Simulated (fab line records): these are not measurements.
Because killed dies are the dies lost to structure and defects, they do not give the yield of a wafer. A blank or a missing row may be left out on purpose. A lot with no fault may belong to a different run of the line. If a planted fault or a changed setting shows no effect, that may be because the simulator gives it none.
fab line records :: flow n5_finfet
record:
  lots: 7
  wafers: 39
route steps=1938 shown MOL_CONTACT_COAG@559
start_h: the number of hours between the record's first day and the start of the first shown wafer of the lot :: wait_h: how many hours have passed since the lot's step before this one :: " as in the row above :: L1.1+2: several wafers, shown together as one row :: - value missing, or start not given :: * or withheld: withheld :: < > ~ a bound
route shown NAME@n: names a module that has steps shown in the file, with the first one's number in the route :: usual: average and standard deviation across the fault-free wafers :: same: alike in all rows :: chamber/n: place in a boat :: sites: readings site by site :: _std_site: how widely they spread, as a standard deviation :: _edge_site: the outer-site mean with the inner-site mean subtracted :: radius_mm: for every site, how far away it sits from the centre of the wafer :: mask NAME#n: copy n :: behind: tool/chamber where the wafer was last shaped :: hold: what put the lot on hold/how long, in hours/how the hold closed :: device: transistor that didn't switch, given as n, p or np :: end of line: the tests these same wafers got at the end of their route :: a step without rows: its recipe alone :: killed: at the first sort, the dies lost to defects and structure; wafer yield is something else :: map: a wafer's dies, marking killed ones x, the rest . and places with no die _
set.NAME: the setting as run; set.NAME@STEP: as run at that earlier step :: model.NAME: the simulator's own value behind a step, which no gauge read
lots with deliberately changed settings; one table per step, one row per wafer
== steps ==
step: N5_MOL_CONTACT_COAG_ALD_27
recipe:
  material: SiOC
  target_thk_a: 170
  temp_c: 400
  ald_precursor_family: carbosiloxane
  ald_co_reactant: H2-plasma
  pulse_time_s: 1.5
  time_s: 2720
  purge_time_s: 2
  co_reactant_purge_time_s: 2
  ald_cycles: 340
  pressure_torr: 2
lot.wafer: L078.1+2+3+5+6
tool: ald_sin-03
chamber: 2,3,1,1,0
start_h: 118.56
wait_h: 0.5
set.ald_cycles: 340
model.SiOC_of_MOL_CONTACT_COAG_ALD_27.thk_nm: 17

lot.wafer: L078.4
tool: ald_sin-03
chamber: 0
start_h: 118.56
wait_h: 0.5
set.ald_cycles: 340
model.SiOC_of_MOL_CONTACT_COAG_ALD_27.thk_nm: 16.8

lot.wafer: L080.1+2+3+4+5+6
tool: ald_sin-04
chamber: 3,2,1,1,3,2
start_h: 136.74
wait_h: 0.0
set.ald_cycles: 340
model.SiOC_of_MOL_CONTACT_COAG_ALD_27.thk_nm: 17

lot.wafer: L086.1+3+4
tool: ald_sin-04
chamber: 2,1,3
start_h: 170.00
wait_h: 0.0
set.ald_cycles: 340
model.SiOC_of_MOL_CONTACT_COAG_ALD_27.thk_nm: 17

lot.wafer: L086.2+5
tool: ald_sin-04
chamber: 0,3
start_h: 170.00
wait_h: 0.0
set.ald_cycles: 297
model.SiOC_of_MOL_CONTACT_COAG_ALD_27.thk_nm: 14.8

lot.wafer: L086.6
tool: ald_sin-04
chamber: 0
start_h: 170.00
wait_h: 0.0
set.ald_cycles: 297
model.SiOC_of_MOL_CONTACT_COAG_ALD_27.thk_nm: 15

lot.wafer: L094.1+3+4
tool: ald_sin-02
chamber: 3,1,0
start_h: 218.03
wait_h: 0.0
set.ald_cycles: 340
model.SiOC_of_MOL_CONTACT_COAG_ALD_27.thk_nm: 17

lot.wafer: L094.2
tool: ald_sin-02
chamber: 2
start_h: 218.03
wait_h: 0.0
set.ald_cycles: 309
model.SiOC_of_MOL_CONTACT_COAG_ALD_27.thk_nm: 15.6

lot.wafer: L094.5+6
tool: ald_sin-02
chamber: 2,3
start_h: 218.03
wait_h: 0.0
set.ald_cycles: 309
model.SiOC_of_MOL_CONTACT_COAG_ALD_27.thk_nm: 15.4

lot.wafer: L092.1+3+4
tool: ald_sin-04
chamber: 3,2,1
start_h: 218.19
wait_h: 0.0
set.ald_cycles: 340
model.SiOC_of_MOL_CONTACT_COAG_ALD_27.thk_nm: 17

lot.wafer: L092.2+5+6
tool: ald_sin-04
chamber: 0,0,1
start_h: 218.19
wait_h: 0.0
set.ald_cycles: 400
model.SiOC_of_MOL_CONTACT_COAG_ALD_27.thk_nm: 20

lot.wafer: L095.1+4
tool: ald_sin-02
chamber: 3,2
start_h: 222.19
wait_h: 0.0
set.ald_cycles: 386
model.SiOC_of_MOL_CONTACT_COAG_ALD_27.thk_nm: 19.2

lot.wafer: L095.2
tool: ald_sin-02
chamber: 0
start_h: 222.19
wait_h: 0.0
set.ald_cycles: 386
model.SiOC_of_MOL_CONTACT_COAG_ALD_27.thk_nm: 19.4

lot.wafer: L095.3
tool: ald_sin-02
chamber: 1
start_h: 222.19
wait_h: 0.0
set.ald_cycles: 340
model.SiOC_of_MOL_CONTACT_COAG_ALD_27.thk_nm: 17.2

lot.wafer: L095.5+6
tool: ald_sin-02
chamber: 0,3
start_h: 222.19
wait_h: 0.0
set.ald_cycles: 340
model.SiOC_of_MOL_CONTACT_COAG_ALD_27.thk_nm: 17

lot.wafer: L096.1+2
tool: ald_sin-03
chamber: 1,3
start_h: 228.91
wait_h: 0.0
set.ald_cycles: 340
model.SiOC_of_MOL_CONTACT_COAG_ALD_27.thk_nm: 17

lot.wafer: L096.3
tool: ald_sin-03
chamber: 2
start_h: 228.91
wait_h: 0.0
set.ald_cycles: 340
model.SiOC_of_MOL_CONTACT_COAG_ALD_27.thk_nm: 16.8
== key ==
split:
  step: N5_MOL_CONTACT_COAG_ALD_27
  setting: ald_cycles
  stated: 340
  by: wafer
response:
  step: N5_MOL_CONTACT_COAG_ALD_27
  reading: model.SiOC_of_MOL_CONTACT_COAG_ALD_27.thk_nm
  change: +0.168
  per: 1%
  r: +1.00
